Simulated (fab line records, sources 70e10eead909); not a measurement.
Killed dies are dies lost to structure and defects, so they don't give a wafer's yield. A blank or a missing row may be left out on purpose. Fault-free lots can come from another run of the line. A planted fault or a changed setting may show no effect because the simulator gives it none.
fab line records	flow nand_harc
record lots=13	wafers=39	last_day=25
route steps=1159 shown P_ZERO_WELL@41 A_BONDPAD@1089 THIN_TSV@1122 END@1159
lots that met no fault: from a run of the same line without faults
start_h: hours from the record's first day to the start of the lot's first wafer shown	wait_h: hours from the lot's prior step to this one	" unchanged from the row above	L1.1+2: a single row standing in for several wafers	- value missing, or start not given	* or withheld: withheld	< > ~ a bound
route shown NAME@n: names a module that has steps shown in the file, with the first one's number in the route	usual: average and standard deviation across the fault-free wafers	same: alike in all rows	chamber/n: place in a boat	sites: the reading at each site	_std_site: the values' standard deviation	_edge_site: outer sites' mean less inner sites'	radius_mm: how far each site lies from the wafer's centre	mask NAME#n: copy n	behind: tool/chamber where the wafer was last shaped	hold: reason for holding the lot/hours on hold/outcome of the hold	device: the transistor (n, p or np) that didn't switch	end of line: the same wafers' tests at the end of the route	for a step that has no rows: nothing shown but its recipe	killed: the dies lost at the first sort to structure and to defects; this is not the yield of the wafer	map: per-die view of a wafer (x killed, . not killed, _ where there is no die)
set.NAME: the setting as run; set.NAME@STEP: as run at that earlier step	model.NAME: the simulator's own value behind a step, which no gauge read
route steps across a sampled set of lots; one table per step, one row per wafer
services: from which hour (start_h, from the record's first day; less than 0 if before it) a tool's chamber was out of use, for how many hours, and why
## steps
# step NHARC_P_ZERO_WELL_EXPOSE_34
# recipe na=0.6	target_cd_nm=720	dose_mj=22.31	mask_id=P_PWELL
# usual exposure_dose_mJ_cm2=22.315/0.022
lot.wafer	tool	chamber	start_h	wait_h	mask	exposure_dose_mJ_cm2
L459.2	krf_scanner-01	0	15.94	-	P_PWELL#0	22.320
L459.3	"	0	"	"	P_PWELL#0	22.301
L459.5	"	0	"	"	P_PWELL#0	22.330
L461.1	krf_scanner-01	0	28.05	-	P_PWELL#0	22.328
L461.3	"	0	"	"	P_PWELL#0	22.330
L461.6	"	0	"	"	P_PWELL#0	22.334
L462.2	krf_scanner-03	0	34.14	-	P_PWELL#0	22.317
L462.3	"	0	"	"	P_PWELL#0	22.352
L462.6	"	0	"	"	P_PWELL#0	22.304
L464.1	krf_scanner-03	0	46.06	-	P_PWELL#0	22.324
L464.5	"	0	"	"	P_PWELL#0	22.291
L464.6	"	0	"	"	P_PWELL#0	22.330
L466.3	krf_scanner-02	0	58.10	-	P_PWELL#0	22.348
L466.4	"	0	"	"	P_PWELL#0	22.332
L466.6	"	0	"	"	P_PWELL#0	22.344
L467.1	krf_scanner-02	0	63.94	-	P_PWELL#0	22.352
L467.4	"	0	"	"	P_PWELL#0	22.314
L467.5	"	0	"	"	P_PWELL#0	22.290
L468.1	krf_scanner-03	0	70.00	-	P_PWELL#0	22.324
L468.2	"	0	"	"	P_PWELL#0	22.319
L468.6	"	0	"	"	P_PWELL#0	22.336
L469.3	krf_scanner-03	0	75.72	-	P_PWELL#0	22.285
L469.4	"	0	"	"	P_PWELL#0	22.312
L469.6	"	0	"	"	P_PWELL#0	22.302
L472.4	krf_scanner-02	0	94.13	-	P_PWELL#0	22.280
L472.5	"	0	"	"	P_PWELL#0	22.319
L472.6	"	0	"	"	P_PWELL#0	22.286
L475.3	krf_scanner-02	0	112.13	-	P_PWELL#0	22.328
L475.5	"	0	"	"	P_PWELL#0	22.315
L475.6	"	0	"	"	P_PWELL#0	22.324
L479.4	krf_scanner-02	0	136.09	-	P_PWELL#0	22.295
L479.5	"	0	"	"	P_PWELL#0	22.280
L479.6	"	0	"	"	P_PWELL#0	22.290
L480.1	krf_scanner-01	0	141.97	-	P_PWELL#0	22.316
L480.5	"	0	"	"	P_PWELL#0	22.296
L480.6	"	0	"	"	P_PWELL#0	22.286
L481.1	krf_scanner-03	0	147.97	-	P_PWELL#0	22.296
L481.2	"	0	"	"	P_PWELL#0	22.307
L481.4	"	0	"	"	P_PWELL#0	22.323
# step NHARC_A_BONDPAD_THK_MEAS_20
# recipe thk_meas_gauge=xrf
# usual thk_nm=169.6/1.8
lot.wafer	tool	chamber	start_h	wait_h	thk_nm
L459.2	film_metro-02	-	410.75	-	169.5
L459.3	"	-	"	"	167.3
L459.5	"	-	"	"	167.7
L462.2	film_metro-02	-	412.67	-	168.4
L462.3	"	-	"	"	171.2
L462.6	"	-	"	"	170.4
L461.1	film_metro-02	-	416.38	-	170.7
L461.3	"	-	"	"	169.9
L461.6	"	-	"	"	168.0
L464.1	film_metro-02	-	449.01	-	169.1
L464.5	"	-	"	"	170.0
L464.6	"	-	"	"	171.5
L469.3	film_metro-01	-	454.10	-	170.8
L469.4	"	-	"	"	168.0
L469.6	"	-	"	"	167.2
L467.1	film_metro-01	-	463.26	-	171.7
L467.4	"	-	"	"	168.4
L467.5	"	-	"	"	168.5
L468.1	film_metro-01	-	464.38	-	168.7
L468.2	"	-	"	"	168.1
L468.6	"	-	"	"	170.8
L466.3	film_metro-02	-	468.88	-	171.4
L466.4	"	-	"	"	168.1
L466.6	"	-	"	"	166.7
L472.4	film_metro-01	-	479.28	-	168.0
L472.5	"	-	"	"	170.5
L472.6	"	-	"	"	171.5
L475.3	film_metro-01	-	511.18	-	168.6
L475.5	"	-	"	"	170.0
L475.6	"	-	"	"	169.9
L479.4	film_metro-02	-	524.33	-	166.8
L479.5	"	-	"	"	167.7
L479.6	"	-	"	"	169.1
L480.1	film_metro-02	-	552.03	-	168.6
L480.5	"	-	"	"	169.3
L480.6	"	-	"	"	170.0
L481.1	film_metro-01	-	555.73	-	173.2
L481.2	"	-	"	"	171.7
L481.4	"	-	"	"	173.0
# step NHARC_A_BONDPAD_INSPECT_23
# usual raw_defect_count=498/150
lot.wafer	tool	chamber	start_h	wait_h	raw_defect_count
L459.2	defect_inspect-01	-	410.96	0.0	432
L459.3	"	-	"	"	477
L459.5	"	-	"	"	540
L462.2	defect_inspect-02	-	412.87	0.0	357
L462.3	"	-	"	"	396
L462.6	"	-	"	"	467
L461.1	defect_inspect-02	-	416.61	0.0	499
L461.3	"	-	"	"	370
L461.6	"	-	"	"	376
L464.1	defect_inspect-01	-	449.23	0.0	323
L464.5	"	-	"	"	406
L464.6	"	-	"	"	363
L469.3	defect_inspect-01	-	454.30	0.0	566
L469.4	"	-	"	"	739
L469.6	"	-	"	"	480
L467.1	defect_inspect-01	-	463.48	0.0	454
L467.4	"	-	"	"	508
L467.5	"	-	"	"	496
L468.1	defect_inspect-01	-	464.59	0.0	576
L468.2	"	-	"	"	413
L468.6	"	-	"	"	390
L466.3	defect_inspect-02	-	469.08	0.0	321
L466.4	"	-	"	"	296
L466.6	"	-	"	"	332
L472.4	defect_inspect-01	-	479.49	0.0	599
L472.5	"	-	"	"	622
L472.6	"	-	"	"	591
L475.3	defect_inspect-01	-	511.39	0.0	548
L475.5	"	-	"	"	680
L475.6	"	-	"	"	751
L479.4	defect_inspect-01	-	524.56	0.0	554
L479.5	"	-	"	"	493
L479.6	"	-	"	"	640
L480.1	defect_inspect-02	-	552.25	0.0	517
L480.5	"	-	"	"	444
L480.6	"	-	"	"	406
L481.1	defect_inspect-02	-	555.96	0.0	409
L481.2	"	-	"	"	1016
L481.4	"	-	"	"	609
# step NHARC_THIN_TSV_STRIP_45
# recipe power_w=1500	temp_c=250	chemistry=O2
# usual drypump_motor_current_A=5.5/0.35	heater_power_w=359/31
lot.wafer	tool	chamber	start_h	wait_h	drypump_motor_current_A	heater_power_w	rf_hours_counter_h
L462.2	plasma_asher-01	1	429.22	0.1	5.4	340	56
L462.3	"	0	"	"	5.0	408	-
L462.6	"	0	"	"	5.0	418	-
L459.2	plasma_asher-02	1	430.34	0.1	5.9	327	16
L459.3	"	0	"	"	5.8	351	-
L459.5	"	1	"	"	5.9	323	-
L461.1	plasma_asher-02	0	432.59	0.1	5.8	346	17
L461.3	"	0	"	"	5.8	348	-
L461.6	"	0	"	"	5.8	350	-
L464.1	plasma_asher-01	0	463.88	0.1	5.0	414	0
L464.5	"	0	"	"	5.0	413	-
L464.6	"	1	"	"	5.4	342	-
L469.4	plasma_asher-02	0	468.52	0.2	5.8	351	-
L469.3	"	1	"	"	5.9	330	-
L469.6	"	1	"	"	5.9	335	-
L467.1	plasma_asher-01	0	476.09	0.5	5.0	399	4
L467.4	"	0	"	"	5.0	404	-
L467.5	"	0	"	"	5.0	416	-
L468.2	plasma_asher-01	1	476.88	0.1	5.4	354	5
L468.1	"	0	"	"	5.0	395	5
L468.6	"	0	"	"	5.0	414	-
L466.4	plasma_asher-02	1	482.69	0.2	5.9	324	-
L466.3	"	0	"	"	5.8	357	-
L466.6	"	0	"	"	5.8	351	-
L472.4	plasma_asher-01	1	490.46	0.2	5.4	342	-
L472.5	"	1	"	"	5.4	345	-
L472.6	"	0	"	"	5.0	402	-
L475.3	plasma_asher-02	0	527.94	0.4	5.8	356	-
L475.5	"	0	"	"	5.9	354	-
L475.6	"	1	"	"	5.9	323	-
L479.4	plasma_asher-01	1	538.78	0.5	5.4	342	-
L479.5	"	0	"	"	5.0	416	-
L479.6	"	1	"	"	5.4	343	-
L480.1	plasma_asher-02	0	566.76	0.1	5.8	352	6
L480.6	"	0	"	"	5.8	339	-
L480.5	"	1	"	"	5.9	330	-
L481.1	plasma_asher-02	0	569.47	0.1	5.8	349	7
L481.2	"	1	"	"	5.9	327	7
L481.4	"	1	"	"	5.9	330	-
# step NHARC_END_SORT_01
# recipe temp_c=25
# usual killed_at_array=26/9.7	killed_at_other=1.0/1.2	killed_at_periphery=3.9/2.6	killed_dies=31/9.7	killed_open=3.2/1.8	killed_short=2.0/1.3
# same gross_dies=677
lot.wafer	tool	chamber	start_h	wait_h	killed_at_array	killed_at_other	killed_at_periphery	killed_dies	killed_open	killed_short
L475.3	prober-01	0	543.76	3.1	36	1	115	152	2	0
L475.5	prober-01	0	545.34	3.7	42	1	125	168	4	1
L475.6	prober-01	0	546.13	4.0	38	2	120	160	2	2
L479.4	prober-02	0	560.28	3.4	31	1	74	106	3	2
L479.5	prober-02	0	561.09	3.7	26	6	96	128	2	2
L479.6	prober-02	0	561.90	4.0	32	0	94	126	3	2
# killed by level:class
L475.3 P_ZERO_WELL:overlay=113 A_CHANNEL_HOLE_D1:chamber_film_flake=25 A_SLIT:chamber_film_flake=8 A_WL_FILL:chamber_film_flake=2 A_BLC:geometric_particle:open=1 STARTING-WAFER:geometric_particle:open=1 P_ZERO_WELL:chamber_film_flake=1 P_M2:chamber_film_flake=1
L475.5 P_ZERO_WELL:overlay=124 A_CHANNEL_HOLE_D1:chamber_film_flake=22 A_SLIT:chamber_film_flake=14 A_ONON_D1:geometric_particle:short=1 A_CHANNEL_HOLE_D1:geometric_particle:open=1 A_WL_FILL:geometric_particle:open=1 A_CONTACT:geometric_particle:open=1 A_M1:geometric_particle:open=1
L475.6 P_ZERO_WELL:overlay=115 A_CHANNEL_HOLE_D1:chamber_film_flake=19 A_SLIT:chamber_film_flake=12 P_M2:chamber_film_flake=4 A_WL_FILL:chamber_film_flake=3 A_CHANNEL_FILL_D1:geometric_particle:short=2 THIN_TSV:chamber_film_flake=2 A_CHANNEL_FILL_D1:geometric_particle:open=1
L479.4 P_ZERO_WELL:overlay=70 A_CHANNEL_HOLE_D1:chamber_film_flake=23 P_ZERO_WELL:chamber_film_flake=3 A_CONTACT:chamber_film_flake=2 A_STAIRCASE:chamber_film_flake=2 P_STI:geometric_particle:open=1 A_CHANNEL_FILL_D1:geometric_particle:short=1 A_STAIRCASE:geometric_particle:open=1
L479.5 P_ZERO_WELL:overlay=88 A_CHANNEL_HOLE_D1:chamber_film_flake=17 P_ZERO_WELL:chamber_film_flake=7 THIN_TSV:chamber_film_flake=6 A_CONTACT:chamber_film_flake=2 P_M0:geometric_particle:short=1 A_SGD_CUT:geometric_particle:open=1 A_CONTACT:geometric_particle:open=1
L479.6 P_ZERO_WELL:overlay=94 A_CHANNEL_HOLE_D1:chamber_film_flake=18 A_STAIRCASE:chamber_film_flake=4 A_CONTACT:chamber_film_flake=3 A_ONON_D1:geometric_particle:open=2 A_SLIT:chamber_film_flake=2 A_CHANNEL_FILL_D1:geometric_particle:short=1 A_CHANNEL_FILL_D1:geometric_particle:open=1
## services
tool	chamber	start_h	hours	kind
krf_scanner-03	-	-4.00	4.0	pm
plasma_asher-02	-	6.00	9.0	pm
krf_scanner-02	-	38.00	4.0	pm
krf_scanner-03	-	65.80	2.1	repair
plasma_asher-01	-	99.00	9.0	pm
plasma_asher-02	-	108.69	0.9	repair
krf_scanner-02	-	156.55	18.2	repair
krf_scanner-03	-	168.00	4.0	pm
plasma_asher-02	-	183.00	9.0	pm
plasma_asher-01	-	194.31	3.2	repair
krf_scanner-03	-	204.22	0.2	repair
krf_scanner-02	-	210.00	4.0	pm
plasma_asher-01	-	229.70	1.4	repair
krf_scanner-03	-	271.31	1.8	repair
plasma_asher-01	-	276.00	9.0	pm
krf_scanner-02	-	286.10	3.4	repair
krf_scanner-03	-	340.00	4.0	pm
plasma_asher-02	-	360.00	9.0	pm
krf_scanner-03	-	379.65	0.2	repair
krf_scanner-02	-	382.00	4.0	pm
plasma_asher-02	-	389.79	7.0	repair
plasma_asher-01	-	453.07	9.0	pm
plasma_asher-01	-	527.64	3.7	repair
plasma_asher-02	-	537.00	9.0	pm
## key
first_sign step=NHARC_END_SORT_01	reading=killed_at_periphery	direction=up	sigmas=39	usual=3.9	struck=104
effect step=NHARC_END_SORT_01	reading=killed_dies	direction=up	sigmas=11	usual=31	struck=140
more_kills_born_at NHARC_P_ZERO_WELL_EXPOSE_34@krf_scanner-02=604
met_at NHARC_P_ZERO_WELL_EXPOSE_34
struck_lots L475,L479
tester_left_out L475,L479
not_acting_at NHARC_A_BONDPAD_THK_MEAS_20,NHARC_A_BONDPAD_INSPECT_23,NHARC_THIN_TSV_STRIP_45
onset_between 94.13 112.13
fault kind=scanner_matching_overlay	tool=krf_scanner-02	chamber=-	onset_h=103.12	steps=NHARC_P_ZERO_WELL_EXPOSE_34	offset=-110.58
# tester_left_out: of these lots the tester's yield and bins aren't shown, on N5 and GAA mostly nor the transistor test; their killed dies are dies lost to structure and defects alone, not to doping, threshold or leakage, so they don't give the yield
